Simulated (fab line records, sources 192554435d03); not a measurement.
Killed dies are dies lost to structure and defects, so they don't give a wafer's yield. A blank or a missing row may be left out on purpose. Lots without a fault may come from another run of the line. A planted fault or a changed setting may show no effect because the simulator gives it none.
fab line records | flow n5_finfet
record lots=3 wafers=9 last_day=16
route steps=1938 shown BEOL_M4@1099 BEOL_M5@1112 BEOL_M7@1320 BEOL_M15@1830 PASSIVATION@1936
lots that met no fault: from a run of the same line without faults
start_h: hours from the record's first day to the start of the lot's first wafer shown | wait_h: hours since the lot's step before | " the same as in the row above | L1.1+2: a row that stands for several wafers | - no value, or no start given | * or withheld: withheld | < > ~ a bound
route shown NAME@n: a module of which the file shows steps, and the number in the route of the first | usual: mean/standard deviation of fault-free wafers | same: alike in all rows | chamber/n: place in a boat | sites: the reading at each site | _std_site: their standard deviation | _edge_site: outer sites' mean less inner sites' | radius_mm: how far each site lies from the wafer's centre | mask NAME#n: copy n | behind: the tool/chamber that last shaped the wafer | hold: why the lot was held/for how many hours/how that ended | device: the transistor (n, p or np) that didn't switch | end of line: the same wafers' tests at the end of the route | a step without rows: its recipe alone | killed: dies lost to structure and defects at the first sort, not the wafer's yield | map: a wafer's dies, x killed, . not, _ none there
set.NAME: the setting as run; set.NAME@STEP: as run at that earlier step | model.NAME: the simulator's own value behind a step, which no gauge read
lots at some steps of the route; a table a step, a row a wafer
services: from which hour (start_h, from the record's first day; less than 0 if before it) a tool's chamber was out of use, for how many hours, and why
## steps
# step N5_BEOL_M4_ANNEAL_95
# recipe temp_c=400 time_s=240 ambient=vacuum
# step N5_BEOL_M4_SPUTTER_96
# recipe material=Cu target_thk_a=45 temp_c=-20 chamber_pressure_pa=0.07 power_w=withheld time_s=8.29
# step N5_BEOL_M4_ECD_50
# recipe material=Cu target_thk_a=3000
# step N5_BEOL_M4_ANNEAL_51
# recipe temp_c=225 time_s=90 ambient=N2
# step N5_BEOL_M4_CMP_52
# recipe stop_on=SiOC t_overpolish_s=6.8 down_force_psi=1 platen_rpm=50 clearing_platen_down_force_psi=1.5 clearing_platen_rpm=50 post_cmp_clean=cu_alkaline target_thk_nm=40 clearing_platen_pad_velocity_m_s=0.99484 pad_velocity_m_s=0.99484
# step N5_BEOL_M4_PRE_CLEAN_60
# recipe gas=NH3/H2 time_s=15 temp_c=* rf_power_w=300
# step N5_BEOL_M4_CO_CAP_55
# recipe material=Co target_thk_a=20 temp_c=200 precursor=CCTBA/H2 pressure_torr=30 time_s=102.1
# step N5_BEOL_M4_PRE_CLEAN_56
# recipe gas=NH3 time_s=15 temp_c=withheld rf_power_w=300
# step N5_BEOL_M4_DEP_57
# recipe material=SiCN target_thk_a=80 temp_c=withheld precursor=3MS/NH3 pressure_torr=3 rf_w=202 time_s=14
# step N5_BEOL_M4_RC_MEAS_101
# usual DIBL_N=36.4/2 DIBL_P=36.1/2.5 IOFF_N=0.16/0.037 IOFF_P=0.20/0.038 ION_N=670/13 ION_P=459/8.3 SS_N=71.6/0.69 SS_P=73.3/0.72 VT_N=250/3.4 VT_P=-251/3.1
# columns lot.wafer tool chamber start_h wait_h DIBL_N[mV/V] DIBL_P[mV/V] IOFF_N[nA/um] IOFF_P[nA/um] ION_N[uA/um] ION_P[uA/um] SS_N[mV/dec] SS_P[mV/dec] VT_N[mV] VT_P[mV]
L363.4 prober-01 0 203.89 0.8 34.7 35.1 0.16 0.21 682 466 71.2 73.4 246 -248
L363.5 " 0 " " 33.2 32.1 0.12 0.16 649 448 71.2 72.6 255 -253
L363.6 " 0 " " 35.5 36.3 0.17 0.21 677 460 71.4 73.4 249 -249
L367.3 prober-02 0 220.88 1.3 39.2 40.1 0.22 0.25 700 466 72.5 73.7 245 -249
L367.4 " 0 " " 35.1 34.6 0.12 0.16 647 444 70.7 72.2 254 -254
L367.6 " 0 " " 35.6 33.8 0.14 0.16 660 448 71.5 72.4 252 -253
L375.1 prober-01 0 290.32 0.0 36.3 36.2 0.14 0.23 659 468 71.4 73.5 250 -247
L375.3 " 0 " " 37.3 38.6 0.16 0.26 664 470 71.3 73.9 251 -245
L375.5 " 0 " " 36.1 37.3 0.14 0.24 672 476 71.2 73.3 252 -246
# step N5_BEOL_M5_ILD_DEP_00
# recipe material=SiCOH_lowk target_thk_a=1406.4 temp_c=300 precursor=DEMS/porogen pressure_torr=5 rf_w=500 time_s=25.9
# step N5_BEOL_M5_CURE_79
# recipe temp_c=385 time_s=240 ambient=He/Ar material=SiCOH_lowk
# step N5_BEOL_M5_PECVD_70
# recipe material=SiO2 target_thk_a=160 temp_c=400 precursor=TEOS/O2 pressure_torr=5.5 rf_w=450 teos_flow_sccm=53.8 gas=O2 flow_sccm=3000 time_s=18
# step N5_BEOL_M5_HM_DEP_02
# recipe material=TiN target_thk_a=200 temp_c=25 chamber_pressure_pa=0.49996
# step N5_BEOL_M5_COAT_59
# recipe resist=SOC temp_c=250 time_s=60 spin_rpm=1500 resist_thk_nm=60
# step N5_BEOL_M5_COAT_60
# recipe resist=SiARC temp_c=220 time_s=60 spin_rpm=1500 resist_thk_nm=12
# step N5_BEOL_M5_COAT_71
# recipe resist=underlayer temp_c=205 time_s=60 spin_rpm=1500 resist_thk_nm=5
# step N5_BEOL_M5_COAT_05
# recipe resist=CAR-EUV spin_rpm=1500 resist_thk_nm=30
# step N5_BEOL_M5_EBR_07
# recipe solvent=PGMEA ebr_width_mm=1.5
# step N5_BEOL_M5_SOFTBAKE_06
# recipe temp_c=110 time_s=60 resist=CAR-EUV
# step N5_BEOL_M5_EXPOSE_08
# recipe mask_id=M5 na=0.33 source_shape=annular sigma_inner=0.4 sigma_outer=0.8 polarization=unpolarized target_cd_nm=28 dose_mj=35.75
# step N5_BEOL_M5_PEB_09
# recipe peb_temp_c=100 peb_time_s=60 resist=CAR-EUV
# step N5_BEOL_M5_DEVELOP_10
# recipe develop_time_s=30 developer=TMAH resist=CAR-EUV rinse_liquid=surfactant_rinse dry=air_spin dev_temp_c=23
# step N5_BEOL_M5_DESCUM_16
# recipe chemistry=O2 time_s=7 source_power_w=50 bias_power_w=20 pressure_mtorr=20 rf_frequency_hz=2.712e+07 temp_c=40 resist=CAR-EUV o2_flow_sccm=225
# step N5_BEOL_M5_ETCH_72
# recipe chemistry=N2/H2 target=underlayer target_depth_a=65 mask_material=CAR-EUV time_s=5.2 ion_energy_ev=200 pressure_mtorr=30 source_w=840 bias_w=150 n2_flow_sccm=200 h2_flow_sccm=200 ends=cleared
# step N5_BEOL_M5_ETCH_61
# recipe chemistry=CF4 target=SiARC target_depth_a=156 mask_material=CAR-EUV time_s=26 ion_energy_ev=80 pressure_mtorr=40 source_w=545 bias_w=36 Ar_flow_sccm=100 cf4_flow_sccm=100 ends=cleared
# step N5_BEOL_M5_ETCH_62
# recipe chemistry=N2/H2 target=SOC target_depth_a=750 overetch_a=150 mask_material=SiARC temp_c=40 time_s=112.5 ion_energy_ev=200 pressure_mtorr=30 source_w=840 bias_w=150 n2_flow_sccm=200 h2_flow_sccm=200
# step N5_BEOL_M5_STRIP_63
# recipe chemistry=N2/H2 temp_c=40 n2_flow_sccm=200 h2_flow_sccm=200 rf_frequency_hz=6e+07
# step N5_BEOL_M5_STRIP_73
# recipe chemistry=N2/H2 temp_c=40 n2_flow_sccm=200 h2_flow_sccm=200 rf_frequency_hz=6e+07
# step N5_BEOL_M5_STRIP_64
# recipe chemistry=CF4 resist=SiARC power_w=300 bias_power_w=75 pressure_mtorr=50 cf4_flow_sccm=150 rf_frequency_hz=6e+07
# step N5_BEOL_M5_HM_OPEN_17
# recipe chemistry=Cl2/BCl3 target_depth_a=200 overetch_a=60 target=TiN mask_material=SOC ion_energy_ev=150 pressure_mtorr=10 icp_w=1000 bias_w=126 Cl2_flow_sccm=53.25 bcl3_flow_sccm=21.75 Ar_flow_sccm=25
# step N5_BEOL_M5_STRIP_19
# recipe chemistry=O2 power_w=400 temp_c=40 pressure_mtorr=30 rf_frequency_hz=6e+07 bias_power_w=0 overash_fraction=0.2 o2_flow_sccm=225
# step N5_BEOL_M5_COAT_65
# recipe resist=SOC temp_c=250 time_s=60 spin_rpm=1500 resist_thk_nm=60
# step N5_BEOL_M5_COAT_66
# recipe resist=SiARC temp_c=220 time_s=60 spin_rpm=1500 resist_thk_nm=12
# step N5_BEOL_M7_ALD_77
# recipe material=TaN target_thk_a=20 temp_c=275 ald_precursor_family=PDMAT ald_co_reactant=NH3 pressure_torr=3 carrier_flow_sccm=1500 pulse_time_s=2 purge_time_s=3 co_reactant_purge_time_s=2 co_reactant_pulse_time_s=3 ald_cycles=40 precursor_vessel_temp_c=75 precursor_vessel_pressure_torr=26.25 precursor_vessel_carrier_sccm=1000
# usual ald_cycles=40/0 heater_power_w=410/38
# columns lot.wafer tool chamber start_h wait_h ald_cycles heater_power_w model.TaN_of_BEOL_M7_ALD_77.thk_nm
L363.4 ald_metal-02 1 232.24 0.0 40 368 2
L363.5 " 0 " " 40 408 2
L363.6 " 3 " " 40 415 2
L367.3 ald_metal-02 3 250.93 0.0 24 427 1.2
L367.4 " 0 " " 40 402 2
L367.6 " 2 " " 40 447 2
L375.1 ald_metal-03 2 317.71 0.0 40 500 2
L375.3 " 1 " " 40 432 2
L375.5 " 2 " " 40 489 2
# step N5_BEOL_M15_RC_MEAS_101
# usual COMB_M10=1.4e-11/2.9e-12 COMB_M11=1.5e-11/3.3e-12 COMB_M12=6.4e-12/1.4e-12 COMB_M13=4.9e-12/1.1e-12 COMB_M14=3.6e-12/1e-12 COMB_M15=2.4e-12/7.4e-13 COMB_M5=3.6e-11/7.6e-12 COMB_M6=2.5e-11/5.3e-12 COMB_M6_max_site=3.6e-11/8.4e-12 COMB_M7=2.6e-11/5.2e-12 COMB_M7_max_site=3.8e-11/9e-12 COMB_M8=2.7e-11/5e-12 COMB_M9=1.4e-11/3.5e-12 COMB_M9_max_site=2.1e-11/5.4e-12 SERP_M10=3.20/0.11 SERP_M11=3.09/0.11 SERP_M12=0.629/0.018 SERP_M13=0.307/0.0081 SERP_M14=0.163/0.0073 SERP_M14_max_site=0.165/0.0075 SERP_M5=39.9/2.4 SERP_M6=14.3/0.69 SERP_M7=14.0/0.69 SERP_M8=14.3/0.76 SERP_M9=3.09/0.097
# columns lot.wafer tool chamber start_h wait_h COMB_M10[S/m] COMB_M11[S/m] COMB_M12[S/m] COMB_M13[S/m] COMB_M14[S/m] COMB_M15[S/m] COMB_M5[S/m] COMB_M6[S/m] COMB_M6_max_site[S/m] COMB_M7[S/m] COMB_M7_max_site[S/m] COMB_M8[S/m] COMB_M9[S/m] COMB_M9_max_site[S/m] SERP_M10[ohm/um] SERP_M11[ohm/um] SERP_M12[ohm/um] SERP_M13[ohm/um] SERP_M14[ohm/um] SERP_M14_max_site[ohm/um] SERP_M5[ohm/um] SERP_M6[ohm/um] SERP_M7[ohm/um] SERP_M8[ohm/um] SERP_M9[ohm/um]
L363.4 prober-01 0 299.73 0.5 1.15e-11 1e-11 5.7e-12 7.7e-12 2.7e-12 2.7e-12 3.7e-11 2.8e-11 3.4e-11 2.8e-11 4.6e-11 3.4e-11 1.5e-11 1.8e-11 3.24 3.35 0.627 0.309 0.175 0.177 39.5 14.0 13.8 13.3 3.22
L363.5 " 0 " " 1.4e-11 1.2e-11 4.9e-12 5.2e-12 2.4e-12 2.4e-12 4.1e-11 2.7e-11 3.4e-11 3.1e-11 3.5e-11 2.6e-11 1.6e-11 2.5e-11 3.25 3.34 0.611 0.300 0.175 0.177 43.2 14.3 13.9 14.1 3.16
L363.6 " 0 " " 1.02e-11 1e-11 5.5e-12 5e-12 2.6e-12 2e-12 6e-11 2.4e-11 3.5e-11 3.1e-11 4.5e-11 2.2e-11 1.8e-11 2.3e-11 3.38 3.18 0.638 0.313 0.164 0.166 39.3 14.9 13.9 12.8 3.15
L367.3 prober-01 0 316.68 0.3 1.45e-11 1.8e-11 8.5e-12 2.9e-12 2.6e-12 2.8e-12 4.3e-11 1.8e-11 3.3e-11 1.59e-10 2.35e-10 2.6e-11 1.2e-11 1.8e-11 3.42 2.94 0.641 0.308 0.155 0.156 37.4 13.4 13.0 14.0 3.11
L367.4 " 0 " " 9.4e-12 1.7e-11 5.2e-12 5.5e-12 3.2e-12 1.9e-12 3.9e-11 2.8e-11 5.2e-11 2.6e-11 2.9e-11 2.5e-11 1.5e-11 1.8e-11 3.25 3.05 0.639 0.312 0.177 0.179 39.1 14.7 14.5 13.1 3.18
L367.6 " 0 " " 1.6e-11 1.3e-11 7.4e-12 5.6e-12 3.1e-12 2.1e-12 3.1e-11 2.2e-11 2.6e-11 2.3e-11 3.6e-11 2.4e-11 1.2e-11 2.2e-11 3.24 2.95 0.648 0.301 0.157 0.161 39.3 14.0 13.9 13.1 3.06
L375.1 prober-01 0 378.72 0.0 9.6e-12 1.1e-11 5.6e-12 3.4e-12 3.4e-12 3.3e-12 3.4e-11 3.3e-11 4.3e-11 2.2e-11 2.8e-11 2.7e-11 1.1e-11 1.2e-11 3.31 3.16 0.649 0.299 0.149 0.150 41.1 14.1 14.3 13.3 3.13
L375.3 " 0 " " 1.24e-11 1.2e-11 5.9e-12 5.3e-12 4e-12 2e-12 5.2e-11 3.9e-11 5.3e-11 3e-11 4e-11 2.8e-11 1.4e-11 2.2e-11 3.18 3.17 0.627 0.297 0.167 0.169 38.4 15.2 12.8 14.3 3.08
L375.5 " 0 " " 1.45e-11 1.3e-11 6.8e-12 5.5e-12 3.6e-12 2.7e-12 4.4e-11 3.4e-11 6.1e-11 2e-11 2.3e-11 3e-11 1.8e-11 3.2e-11 3.10 3.06 0.623 0.302 0.170 0.171 40.2 14.8 14.6 13.4 3.18
# sites COMB_M7 radius_mm=0,75,75,75,75,140,140,140,140
L363.4 2.8e-11 3.5e-11 3.2e-11 2.5e-11 2.8e-11 4.6e-11 2.3e-11 1.3e-11 3.1e-11
L367.3 1.7e-10 1.5e-10 2.35e-10 2.09e-10 1.21e-10 1.54e-10 1.59e-10 1.99e-10 1.45e-10
L375.1 2.1e-11 2.8e-11 2.5e-11 1.1e-11 2.7e-11 2.6e-11 2.2e-11 1.6e-11 2.1e-11
# step N5_PASSIVATION_PROBE_49
# usual defect_limited_yield=91.2/1.6 killed_at_M0_to_M3=34/11 killed_at_M4_up=13/5.2 killed_at_contacts=13/6.3 killed_at_front_end=40/14 killed_at_other=3.2/2.4 killed_dies=104/19 killed_open=69/14 killed_short=32/7.5 sort_bin_4_leakage=0.00/0.04 sort_bin_5_function=5.3/1.1 sort_bin_6_memory=3.2/0.73 sort_bin_8_speed=0.01/0.038 sort_n_pass=1076/19 sort_yield_pct=91.2/1.6
# same gross_dies=1180 killed_at_back_side=0
# columns lot.wafer tool chamber start_h wait_h defect_limited_yield[%] killed_at_M0_to_M3 killed_at_M4_up killed_at_contacts killed_at_front_end killed_at_other killed_dies killed_open killed_short sort_bin_4_leakage[%] sort_bin_5_function[%] sort_bin_6_memory[%] sort_bin_8_speed[%] sort_n_pass sort_yield_pct[%]
L363.4 prober-01 - 315.09 0.2 91.0 47 16 9 29 5 106 70 33 0 5.2 3.6 0 1074 91.0
L363.5 prober-01 - 315.14 0.2 90.6 57 15 10 27 2 111 71 34 0 4.2 4.5 0.08 1068 90.5
L363.6 prober-01 - 315.19 0.3 91.9 32 10 24 24 5 95 65 28 0 4.5 3.5 0 1085 91.9
L367.3 prober-02 - 329.00 0.1 91.9 40 16 11 27 2 96 58 28 0.76 4.8 2.4 0 1084 91.9
L367.4 prober-02 - 329.05 0.2 92.0 34 11 15 29 5 94 58 35 0 3.5 4.0 0 1086 92.0
L367.6 prober-02 - 329.15 0.3 89.2 44 19 15 44 5 127 83 40 0 7.4 3.1 0 1053 89.2
L375.1 prober-01 - 393.34 0.0 91.0 36 6 36 25 3 106 77 28 0 6.4 2.2 0 1074 91.0
L375.3 prober-01 - 393.44 0.1 93.5 25 10 18 23 1 77 59 15 0 4.1 2.3 0 1103 93.5
L375.5 prober-01 - 393.54 0.2 91.0 31 17 12 38 8 106 76 30 0 5.5 3.1 0 1074 91.0
# killed by level:class
L363.4 BEOL_M0_SAQP:geometric_particle:open=12 BEOL_M0_SAQP:geometric_particle:short=10 BEOL_M3:geometric_particle:open=10 MOL_CONTACT_COAG:geometric_particle:open=8 BEOL_M2:geometric_particle:open=8 STI_FIN_REVEAL:geometric_particle:open=7 DUMMY_GATE:geometric_particle:open=5 STARTING-WAFER:geometric_particle:short=5
L363.5 BEOL_M2:geometric_particle:open=16 BEOL_M0_SAQP:geometric_particle:open=13 BEOL_M0_SAQP:geometric_particle:short=8 BEOL_M6:geometric_particle:open=7 STI_FIN_REVEAL:geometric_particle:open=6 MOL_CONTACT_COAG:geometric_particle:open=6 BEOL_M1:geometric_particle:open=5 BEOL_M2:geometric_particle:short=5
L363.6 MOL_CONTACT_COAG:geometric_particle:open=18 STI_FIN_REVEAL:geometric_particle:open=8 BEOL_M0_SAQP:geometric_particle:short=7 BEOL_M3:geometric_particle:open=7 STARTING-WAFER:geometric_particle:open=6 MOL_CONTACT_COAG:geometric_particle:short=6 BEOL_M0_SAQP:geometric_particle:open=6 BEOL_M1:geometric_particle:open=3
L367.3 BEOL_M2:geometric_particle:open=12 M7:area_ald=9 MOL_CONTACT_COAG:geometric_particle:open=8 BEOL_M0_SAQP:geometric_particle:open=7 GATE_CUT:geometric_particle:open=7 BEOL_M3:geometric_particle:open=6 BEOL_M0_SAQP:geometric_particle:short=5 FIN_SAQP:geometric_particle:open=4
L367.4 MOL_CONTACT_COAG:geometric_particle:open=9 BEOL_M2:geometric_particle:open=8 MOL_CONTACT_COAG:geometric_particle:short=6 BEOL_M0_SAQP:geometric_particle:open=6 FIN_SAQP:geometric_particle:open=5 FIN_SAQP:geometric_particle:short=5 DUMMY_GATE:geometric_particle:open=5 BEOL_M0_SAQP:geometric_particle:short=5
L367.6 MOL_CONTACT_COAG:geometric_particle:open=11 BEOL_M0_SAQP:geometric_particle:short=10 BEOL_M2:geometric_particle:open=10 FIN_SAQP:geometric_particle:open=9 BEOL_M0_SAQP:geometric_particle:open=8 STI_FIN_REVEAL:geometric_particle:open=7 FIN_SAQP:geometric_particle:short=6 DUMMY_GATE:geometric_particle:open=5
L375.1 MOL_CONTACT_COAG:geometric_particle:open=29 BEOL_M2:geometric_particle:open=11 STI_FIN_REVEAL:geometric_particle:open=9 MOL_CONTACT_COAG:geometric_particle:short=7 BEOL_M0_SAQP:geometric_particle:short=6 BEOL_M0:geometric_particle:open=5 BEOL_M3:geometric_particle:open=5 FIN_SAQP:geometric_particle:short=3
L375.3 MOL_CONTACT_COAG:geometric_particle:open=17 BEOL_M3:geometric_particle:open=7 BEOL_M1:geometric_particle:open=6 STARTING-WAFER:geometric_particle:open=5 GATE_CUT:geometric_particle:short=4 BEOL_M0:geometric_particle:open=4 STI_FIN_REVEAL:geometric_particle:open=3 BEOL_M2:geometric_particle:open=3
L375.5 MOL_CONTACT_COAG:geometric_particle:open=11 STI_FIN_REVEAL:geometric_particle:open=10 GATE_CUT:geometric_particle:short=8 BEOL_M3:geometric_particle:open=7 BEOL_M0:geometric_particle:open=6 FIN_SAQP:geometric_particle:short=5 BEOL_M0_SAQP:geometric_particle:short=5 BEOL_M5:geometric_particle:open=5
# map L367.6 (x killed, . not)
_________________.....xx.....________________
______________........x...x..x.._____________
___________........................__________
__________..x.x.x..................._________
________..x.........xx....x....x......_______
_______................................______
______x.x...x...x........x.......x......_____
_____....................................____
____......x..x.....x................xx...x___
___.........x...........x........x.....xx..__
___....x..x......x...........x........x.x..__
__.......x..x.x...............x........x...._
__...xx..x....x...xxxxx..........x.........._
_....x.........x.......x....xx....x......x...
_x.........xx..........x.......x.............
_x........................x...x..............
_......x.......x.......................x..x..
_...................x..x..x..x........x....x.
_........x......x...........x.xx...........x.
_......................x................x..x.
_................xx..........................
__......x............x.x...x.......x....x.x._
__..........x....x.........................._
___..................x....x..x.............__
___......x.................x.....x.........__
____..x...............................x.x.___
_____...............x....x.......x.......____
______..x..x.........x.x.............x.x_____
_______.....x........x...x..x..........______
________.............................._______
__________........x......xx.......xx_________
___________x.............x.........__________
______________.................._____________
_________________....x..x....________________
# map L363.5 (x killed, . not)
_________________.........x..________________
______________.................._____________
___________...............x........__________
__________..........x.x...x........._________
________x.....x..................x...x_______
_______.........x...........x....x.....______
______...............x.x...xx..........._____
_____.......x....x.....x......xx.........____
____................................x.....___
___....x......x.........x.....x.....x.x....__
___....x....x.......x......................__
__..x..x.......x.....x.x...................._
__..............x....x...x.x..x............._
_.x............................x........xx...
_.x.........................x............x.x.
_........x............x..x.x.................
_......x......................xxx....x.....x.
_...x.............x....x.....................
_...............x.....x....x....xx...........
_.....x.....x.....................x.......x..
_............................................
__.........................................._
__..x......x....x..x..x....x.xx............._
___.x.....x.x.x.............x..............__
___..............x..................x.....x__
____.x.x....x...........................x.___
_____x......x....x............x........x.____
______.x................................_____
_______............x..........x.xxx....______
________................x.x..........._______
__________.....x....x.........x....._________
___________....x..x..............x.__________
______________.................._____________
_________________x...........________________
## services
# columns tool chamber start_h hours kind
ald_metal-03 - 280.95 2.8 pm
## key
first_sign step=N5_BEOL_M7_ALD_77 reading=ald_cycles direction=down sigmas=99+ usual=* struck=*
effect step=N5_BEOL_M15_RC_MEAS_101 reading=COMB_M7 direction=up sigmas=26 usual=2.6e-11 struck=1.59e-10
effect step=N5_PASSIVATION_PROBE_49 reading=sort_bin_4_leakage direction=up sigmas=8.9 usual=0.00 struck=0.76
model_effect step=N5_BEOL_M7_ALD_77 value=TaN_of_BEOL_M7_ALD_77.thk_nm without=2 struck=1.2
met_at N5_BEOL_M7_ALD_77
struck_wafers L367.3
onset_between 232.24 250.93
fault kind=process_parameter_drift tool=ald_metal-02 chamber=- onset_h=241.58 steps=N5_BEOL_M7_ALD_77 channel=ald_cycles offset=* shape=step end_h=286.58 scope=struck_wafers_only acts_in=* stated=*
